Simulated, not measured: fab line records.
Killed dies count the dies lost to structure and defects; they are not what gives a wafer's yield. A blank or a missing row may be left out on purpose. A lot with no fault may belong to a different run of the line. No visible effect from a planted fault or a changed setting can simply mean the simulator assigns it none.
Which tool is to blame?	flow nand_harc	21 lots, 63 wafers sampled, at 6 steps of a route of 1302

## WHAT EACH GAUGE READ, for each wafer
The record lacks any reading of a measuring or inspecting step that a usual standard deviation could be used to judge.

## WHAT TOOL EACH LOT RAN ON (gives the tool, then ch and the chambers of the sampled wafers, and finally the start)
lot	NHARC_A_STAIRCASE_ETCH_15	NHARC_A_STAIRCASE_ETCH_17	NHARC_A_STAIRCASE_TRIM_22	NHARC_A_STAIRCASE_ETCH_25	NHARC_A_STAIRCASE_ETCH_27	NHARC_A_STAIRCASE_TRIM_200
L074	rie_diel-12 ch 1,2,3, no start	rie_diel-12 ch 1,2,3, no start	rie_diel-12 ch 1,2, no start	rie_diel-12 ch 0,2,3, no start	rie_diel-12 ch 0,1, no start	rie_diel-09 ch 2,3, no start
L076	rie_diel-09 ch 0,1,3, no start	rie_diel-09 ch 0,1,2, no start	rie_diel-06 ch 0,2, no start	rie_diel-06 ch 0,1,3, no start	rie_diel-06 ch 2,3, no start	rie_diel-12 ch 2,3, no start
L078	rie_diel-12 ch 0,2,3, no start	rie_diel-12 ch 1,2, no start	rie_diel-09 ch 0,3, no start	rie_diel-09 ch 1,2, no start	rie_diel-09 ch 0,1,2, no start	rie_diel-06 ch 0,1,2, no start
L079	rie_diel-12 ch 2,3, no start	rie_diel-12 ch 2,3, no start	rie_diel-12 ch 0,1,2, no start	rie_diel-12 ch 0,2, no start	rie_diel-12 ch 2,3, no start	rie_diel-12 ch 0,1,2, no start
L075	rie_diel-06 ch 0,2,3, no start	rie_diel-06 ch 0,1,2, no start	rie_diel-12 ch 0,1,2, no start	rie_diel-12 ch 0,1,2, no start	rie_diel-12 ch 0,1,2, no start	rie_diel-06 ch 0,1,3, no start
L080	rie_diel-09 ch 0,1,2, no start	rie_diel-09 ch 0,3, no start	rie_diel-09 ch 0,1,2, no start	rie_diel-09 ch 1,2, no start	rie_diel-09 ch 0,1,2, no start	rie_diel-12 ch 0,1,2, no start
L084	rie_diel-06 ch 0,2,3, no start	rie_diel-06 ch 1,2,3, no start	rie_diel-06 ch 0,2,3, no start	rie_diel-06 ch 1,2, no start	rie_diel-06 ch 1,2, no start	rie_diel-06 ch 2,3, no start
L083	rie_diel-09 ch 0,2,3, no start	rie_diel-09 ch 0,3, no start	rie_diel-12 ch 1,2,3, no start	rie_diel-12 ch 0,3, no start	rie_diel-12 ch 1,3, no start	rie_diel-09 ch 0,2, no start
L085	rie_diel-06 ch 0,2,3, no start	rie_diel-06 ch 1,3, no start	rie_diel-12 ch 1,2, no start	rie_diel-12 ch 1,2,3, no start	rie_diel-12 ch 1,3, no start	rie_diel-12 ch 0,3, no start
L086	rie_diel-09 ch 1,2,3, no start	rie_diel-09 ch 0,1,2, no start	rie_diel-09 ch 0,1, no start	rie_diel-09 ch 0,2, no start	rie_diel-09 ch 0,3, no start	rie_diel-09 ch 1,2,3, no start
L087	rie_diel-12 ch 1,3, day 21 17:31 or earlier	rie_diel-12 ch 1,2, day 21 17:31 or earlier	rie_diel-09 ch 0,2, day 21 17:31 or earlier	rie_diel-12 ch 1,2, day 21 17:31	rie_diel-12 ch 1,2, day 21 17:47	rie_diel-06 ch 1,3, no start
L088	rie_diel-09 ch 0,1,3, no start	rie_diel-09 ch 1,2, no start	rie_diel-09 ch 1,2,3, no start	rie_diel-09 ch 1,2, no start	rie_diel-09 ch 0,2,3, no start	rie_diel-12 ch 0,1, no start
L089	rie_diel-09 ch 0,1,3, no start	rie_diel-09 ch 0,1,2, no start	rie_diel-12 ch 0,1, no start	rie_diel-12 ch 1,2,3, no start	rie_diel-12 ch 0,2, no start	rie_diel-06 ch 1,3, no start
L090	rie_diel-09 ch 0,1,3, no start	rie_diel-09 ch 1,2,3, no start	rie_diel-06 ch 0,3, no start	rie_diel-06 ch 0,2, no start	rie_diel-06 ch 0,3, no start	rie_diel-09 ch 0,1, no start
L092	rie_diel-12 ch 0,1,2, no start	rie_diel-12 ch 1,2,3, no start	rie_diel-06 ch 0,2,3, no start	rie_diel-06 ch 0,1,2, no start	rie_diel-06 ch 0,1,3, no start	rie_diel-06 ch 0,2,3, no start
L091	rie_diel-12 ch 1,3, no start	rie_diel-12 ch 0,1,2, no start	rie_diel-09 ch 1,2,3, no start	rie_diel-09 ch 0,2, no start	rie_diel-09 ch 0,1,2, no start	rie_diel-06 ch 1,2,3, no start
L093	rie_diel-09 ch 1,2,3, no start	rie_diel-09 ch 0,1,2, no start	rie_diel-09 ch 1,2, no start	rie_diel-09 ch 0,3, no start	rie_diel-09 ch 0,1,2, no start	rie_diel-12 ch 0,1, no start
L094	rie_diel-09 ch 0,2,3, no start	rie_diel-09 ch 0,2, no start	rie_diel-12 ch 0,1, no start	rie_diel-12 ch 1,2,3, no start	rie_diel-12 ch 0,1,3, no start	rie_diel-09 ch 0,3, no start
L096	rie_diel-12 ch 0,1,2, no start	rie_diel-12 ch 0,1,3, no start	rie_diel-09 ch 0,1,3, no start	rie_diel-09 ch 1,2, no start	rie_diel-09 ch 1,2,3, no start	rie_diel-12 ch 1,2, no start
L095	rie_diel-12 ch 0,1, no start	rie_diel-12 ch 0,1, no start	rie_diel-12 ch 0,3, no start	rie_diel-12 ch 0,2,3, no start	rie_diel-12 ch 0,1, no start	rie_diel-06 ch 0,1, no start
L097	rie_diel-09 ch 2,3, no start	rie_diel-09 ch 1,3, no start	rie_diel-09 ch 0,1,3, no start	rie_diel-09 ch 0,1,2, no start	rie_diel-09 ch 0,1,3, no start	rie_diel-09 ch 0,2, no start
- NHARC_A_STAIRCASE_ETCH_15: etches the open film in C4F8/O2, target depth 100 nm, time 40.5 s.
- NHARC_A_STAIRCASE_ETCH_17: etches the open film in C4F8/O2, target depth 100 nm, time 40.5 s.
- NHARC_A_STAIRCASE_TRIM_22: chemistry O2, time 211.2 s.
- NHARC_A_STAIRCASE_ETCH_25: etches the open film in C4F8/O2, target depth 100 nm, time 40.5 s.
- NHARC_A_STAIRCASE_ETCH_27: etches the open film in C4F8/O2, target depth 100 nm, time 40.5 s.
- NHARC_A_STAIRCASE_TRIM_200: chemistry O2, time 211.2 s.

## AS READ BY THE TOOLS THEMSELVES (means over the sampled wafers that have a number; for cases with no such wafer, the mark the record gives instead)
NHARC_A_STAIRCASE_ETCH_15.
lot	tool	chamber_pressure_mTorr (mTorr)	oes_product_au (a.u.)	rf_vpp_V (V)
L074	rie_diel-12	25.001	0.951	889
L076	rie_diel-09	24.995	0.957	905
L078	rie_diel-12	25.007	0.957	893
L079	rie_diel-12	24.986	0.945	888
L075	rie_diel-06	24.996	0.944	891
L080	rie_diel-09	24.991	0.954	899
L084	rie_diel-06	25.003	0.939	890
L083	rie_diel-09	24.997	0.934	898
L085	rie_diel-06	25.002	0.943	890
L086	rie_diel-09	25.001	0.934	898
L087	rie_diel-12	24.998	0.950	900
L088	rie_diel-09	24.997	0.931	903
L089	rie_diel-09	25.010	0.945	903
L090	rie_diel-09	24.992	0.926	904
L092	rie_diel-12	25.000	0.946	891
L091	rie_diel-12	24.989	0.955	894
L093	rie_diel-09	25.020	0.939	897
L094	rie_diel-09	24.990	0.942	899
L096	rie_diel-12	25.000	0.950	891
L095	rie_diel-12	25.010	0.951	895
L097	rie_diel-09	25.011	0.946	892

NHARC_A_STAIRCASE_ETCH_17.
lot	tool	chamber_pressure_mTorr (mTorr)	oes_product_au (a.u.)	rf_vpp_V (V)
L074	rie_diel-12	24.997	0.946	889
L076	rie_diel-09	25.011	0.951	898
L078	rie_diel-12	24.988	0.950	890
L079	rie_diel-12	24.997	0.956	888
L075	rie_diel-06	25.027	0.945	896
L080	rie_diel-09	24.993	0.939	905
L084	rie_diel-06	25.024	0.939	896
L083	rie_diel-09	24.996	0.936	904
L085	rie_diel-06	25.029	0.942	893
L086	rie_diel-09	25.000	0.943	898
L087	rie_diel-12	24.986	0.942	889
L088	rie_diel-09	25.000	0.929	897
L089	rie_diel-09	25.009	0.943	898
L090	rie_diel-09	24.998	0.933	898
L092	rie_diel-12	24.975	0.949	894
L091	rie_diel-12	24.995	0.945	891
L093	rie_diel-09	25.011	0.948	898
L094	rie_diel-09	25.008	0.953	897
L096	rie_diel-12	24.997	0.958	896
L095	rie_diel-12	25.021	0.949	891
L097	rie_diel-09	24.994	0.947	903

NHARC_A_STAIRCASE_TRIM_22.
lot	tool	chamber_pressure_mTorr (mTorr)	drypump_motor_current_A (A)	o2_flow_sccm (sccm)	oes_product_au (a.u.)	rf_vpp_V (V)	showerhead_plenum_p_Torr (Torr)	throttle_valve_pct (%)
L074	rie_diel-12	59.94	5.9	498.9	0.998	57.2	3.36	17.038
L076	rie_diel-06	60.03	5.2	500.5	1.000	57.7	3.41	17.041
L078	rie_diel-09	60.02	6.2	497.2	0.994	58.2	3.77	17.036
L079	rie_diel-12	59.97	6.1	500.5	0.994	56.6	3.43	17.038
L075	rie_diel-12	60.01	6.1	499.3	1.002	57.4	3.43	17.049
L080	rie_diel-09	59.98	5.9	499.4	1.000	58.2	3.60	17.036
L084	rie_diel-06	60.03	5.2	502.0	1.004	57.3	3.38	17.030
L083	rie_diel-12	60.04	6.0	501.1	1.002	57.1	3.31	17.031
L085	rie_diel-12	60.05	5.9	500.9	0.990	56.5	3.34	17.035
L086	rie_diel-09	59.98	6.0	499.5	1.008	58.7	3.74	17.030
L087	rie_diel-09	60.01	5.7	499.8	0.983	56.3	3.44	17.031
L088	rie_diel-09	60.03	6.1	501.0	1.002	58.8	3.59	17.034
L089	rie_diel-12	60.02	6.5	499.4	1.007	57.4	3.41	17.028
L090	rie_diel-06	60.00	5.4	501.1	0.996	57.2	3.31	17.043
L092	rie_diel-06	60.01	5.2	499.3	0.998	57.1	3.36	17.033
L091	rie_diel-09	60.00	6.1	501.1	1.003	58.3	3.58	17.036
L093	rie_diel-09	60.02	5.8	500.5	0.994	58.1	3.43	17.038
L094	rie_diel-12	60.07	6.4	500.2	0.998	58.3	3.48	17.047
L096	rie_diel-09	59.99	6.1	500.6	0.998	59.4	3.73	17.042
L095	rie_diel-12	59.98	6.0	500.0	1.015	57.6	3.71	17.043
L097	rie_diel-09	60.00	6.2	500.9	1.001	59.0	3.73	17.035

NHARC_A_STAIRCASE_ETCH_25.
lot	tool	chamber_pressure_mTorr (mTorr)	oes_product_au (a.u.)	rf_vpp_V (V)
L074	rie_diel-12	25.021	0.961	892
L076	rie_diel-06	25.001	0.954	894
L078	rie_diel-09	24.975	0.956	897
L079	rie_diel-12	25.009	0.952	896
L075	rie_diel-12	24.987	0.949	892
L080	rie_diel-09	25.001	0.927	892
L084	rie_diel-06	25.011	0.929	900
L083	rie_diel-12	25.005	0.971	894
L085	rie_diel-12	24.987	0.948	895
L086	rie_diel-09	25.005	0.941	893
L087	rie_diel-12	25.003	0.970	888
L088	rie_diel-09	24.994	0.945	892
L089	rie_diel-12	25.019	0.945	894
L090	rie_diel-06	24.995	0.951	892
L092	rie_diel-06	25.022	0.946	895
L091	rie_diel-09	25.028	0.944	893
L093	rie_diel-09	25.011	0.947	903
L094	rie_diel-12	24.998	0.953	894
L096	rie_diel-09	24.993	0.946	892
L095	rie_diel-12	24.985	0.944	897
L097	rie_diel-09	25.021	0.944	898

NHARC_A_STAIRCASE_ETCH_27.
lot	tool	chamber_pressure_mTorr (mTorr)	oes_product_au (a.u.)	rf_vpp_V (V)
L074	rie_diel-12	24.982	0.954	896
L076	rie_diel-06	25.005	0.954	893
L078	rie_diel-09	25.002	0.945	898
L079	rie_diel-12	24.990	0.955	888
L075	rie_diel-12	24.983	0.943	892
L080	rie_diel-09	25.000	0.935	898
L084	rie_diel-06	25.013	0.942	897
L083	rie_diel-12	25.001	0.954	888
L085	rie_diel-12	24.999	0.958	900
L086	rie_diel-09	24.997	0.953	904
L087	rie_diel-12	25.003	0.981	889
L088	rie_diel-09	25.017	0.955	898
L089	rie_diel-12	25.004	0.941	895
L090	rie_diel-06	24.985	0.945	887
L092	rie_diel-06	25.007	0.923	894
L091	rie_diel-09	24.994	0.945	897
L093	rie_diel-09	25.009	0.950	897
L094	rie_diel-12	24.985	0.954	896
L096	rie_diel-09	24.986	0.940	898
L095	rie_diel-12	24.983	0.936	895
L097	rie_diel-09	24.985	0.946	904

NHARC_A_STAIRCASE_TRIM_200.
lot	tool	chamber_pressure_mTorr (mTorr)	drypump_motor_current_A (A)	o2_flow_sccm (sccm)	oes_product_au (a.u.)	rf_vpp_V (V)	showerhead_plenum_p_Torr (Torr)	throttle_valve_pct (%)
L074	rie_diel-09	59.96	6.1	499.1	0.997	57.3	3.62	17.037
L076	rie_diel-12	60.03	5.6	500.3	0.999	57.3	3.33	17.033
L078	rie_diel-06	59.94	5.2	499.0	1.005	58.0	3.53	17.027
L079	rie_diel-12	60.02	6.2	499.9	1.007	57.6	3.43	17.039
L075	rie_diel-06	60.00	5.4	501.7	0.993	58.0	3.48	17.045
L080	rie_diel-12	60.00	6.1	499.3	0.997	57.2	3.42	17.028
L084	rie_diel-06	59.97	5.2	499.7	0.999	58.5	3.36	17.040
L083	rie_diel-09	60.01	5.8	500.7	0.996	57.8	3.61	17.032
L085	rie_diel-12	60.00	6.0	500.3	1.013	58.1	3.73	17.024
L086	rie_diel-09	59.91	6.1	500.3	0.996	58.1	3.59	17.038
L087	rie_diel-06	60.06	5.4	499.0	0.986	57.9	3.45	17.037
L088	rie_diel-12	60.01	6.5	500.7	1.012	57.4	3.41	17.043
L089	rie_diel-06	59.96	5.3	501.2	0.992	57.8	3.59	17.034
L090	rie_diel-09	60.09	6.1	501.0	1.005	58.4	3.74	17.038
L092	rie_diel-06	59.98	5.2	498.4	1.000	57.6	3.36	17.030
L091	rie_diel-06	60.00	5.2	500.5	1.000	57.0	3.49	17.025
L093	rie_diel-12	60.06	6.4	499.5	1.001	58.2	3.48	17.035
L094	rie_diel-09	59.99	6.0	499.5	1.006	58.7	3.74	17.029
L096	rie_diel-12	60.04	5.9	498.5	0.996	56.9	3.32	17.035
L095	rie_diel-06	59.98	5.3	500.0	0.992	56.9	3.46	17.043
L097	rie_diel-09	59.98	5.7	499.5	1.006	57.5	3.43	17.041

## THE ANSWER, worked out from the rows above alone
Rule: the usual values come from the lots themselves. Put in order of their means at a reading, lots are off if they are a third of the lots or fewer, leave a main group of 4 or more, and stand apart from it by a gap of 3 or more times the standard deviation of the main group's means; of several such gaps the widest counts. Not used: any main group whose means are identical at the precision the tables above print for the reading. A lot without any number at a reading at which 4 lots or more have one is off too. All remaining lots with rows at the step are treated as sound. After the gauges, taken in route order, come the tools' own readings; for these a lot's mean is taken, as printed above. The first step at which some lot is off is used, and at that step the reading that is off furthest; a lot without a number counts as furthest.
Across all readings shown, no lot is off: no conclusion can be drawn from this.

## WHAT THE SIMULATOR PUT IN
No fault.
